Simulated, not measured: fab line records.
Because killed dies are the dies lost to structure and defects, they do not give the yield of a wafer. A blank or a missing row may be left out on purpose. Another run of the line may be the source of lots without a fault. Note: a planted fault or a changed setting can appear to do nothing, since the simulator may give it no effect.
Which tool did it? + flow n5 finfet + 9 lots with 27 wafers sampled at 4 steps, on a route of 1938 steps

## WHAT THE GAUGES SHOWED, per wafer
N5_BEOL_M14_OVL_MEAS_29.
| lot  | measured     | on         | M14_OVL (nm) |
|------|--------------|------------|--------------|
| L076 | day 12 23:39 | overlay-01 | -6 -7 3      |
| L081 | day 13 15:22 | overlay-01 | -8 -18 -11   |
| L080 | day 14 01:33 | overlay-02 | -8 -2 -4     |
| L084 | day 14 19:56 | overlay-01 | -14 -9 -7    |
| L085 | day 15 06:55 | overlay-01 | -5 4 -2      |
| L088 | day 16 00:32 | overlay-01 | 4 -3 3       |
| L090 | day 16 04:17 | overlay-01 | -7 0 3       |
| L094 | day 16 22:07 | overlay-01 | -6 -1 4      |
| L096 | day 17 21:14 | overlay-01 | -5 -9 -7     |

## WHICH TOOL RAN EACH LOT (tool, then ch and the chambers of the sampled wafers, then the start)
| lot  | N5_BEOL_M12_ETCH_59                | N5_BEOL_M13_ETCH_67                | N5_BEOL_M14_ETCH_59                |
|------|------------------------------------|------------------------------------|------------------------------------|
| L076 | rie diel-06 ch 1,3, day 12 12:11   | rie diel-02 ch 2,3, day 12 19:20   | rie diel-06 ch 0,3, day 12 22:53   |
| L081 | rie diel-06 ch 2,3, day 12 19:37   | rie diel-02 ch 0,1, day 13 07:40   | rie diel-03 ch 0,2,3, day 13 14:29 |
| L080 | rie diel-03 ch 0,2,3, day 12 22:22 | rie diel-04 ch 2,3, day 13 12:45   | rie diel-06 ch 0,2, day 14 00:47   |
| L084 | rie diel-03 ch 2,3, day 14 07:37   | rie diel-02 ch 0,1, day 14 15:13   | rie diel-03 ch 0,3, day 14 19:10   |
| L085 | rie diel-01 ch 0,2,3, day 14 09:32 | rie diel-02 ch 1,2,3, day 14 18:25 | rie diel-01 ch 0,3, day 15 06:00   |
| L088 | rie diel-06 ch 0,1,3, day 15 08:52 | rie diel-02 ch 0,2,3, day 15 15:59 | rie diel-03 ch 0,1,3, day 15 23:40 |
| L090 | rie diel-03 ch 0,2, day 15 16:19   | rie diel-05 ch 0,2,3, day 15 23:34 | rie diel-03 ch 2,3, day 16 03:23   |
| L094 | rie diel-03 ch 1,3, day 16 09:01   | rie diel-04 ch 1,2,3, day 16 14:32 | rie diel-01 ch 0,1,2, day 16 21:14 |
| L096 | rie diel-01 ch 0,1, day 17 09:01   | rie diel-04 ch 1,2, day 17 15:40   | rie diel-01 ch 0,1,3, day 17 20:20 |
- N5_BEOL_M12_ETCH_59: etches BARC in N2/H2, target depth 89 nm, overetch 26.7 nm, time 67.9 s.
- N5_BEOL_M13_ETCH_67: etches SiARC in CF4, target depth 143 nm, time 238.3 s.
- N5_BEOL_M14_ETCH_59: etches BARC in N2/H2, target depth 89 nm, overetch 26.7 nm, time 67.9 s.

## THE ANSWER, worked out from the rows above alone
Rule: what is usual is taken from the lots themselves. Put in order of their means at a reading, lots are off if they are a third of the lots or fewer, leave a main group of 4 or more, and stand apart from it by a gap of 3 or more times the standard deviation of the main group's means; of several such gaps the widest counts. Not used: any main group whose means are identical at the precision the tables above print for the reading. Also off: a lot with no number at a reading for which 4 or more lots have one. The other lots that the step has rows for count as sound.
Across all readings shown, no lot is off: no conclusion can be drawn from this.

## WHAT WAS PUT IN BY THE SIMULATOR
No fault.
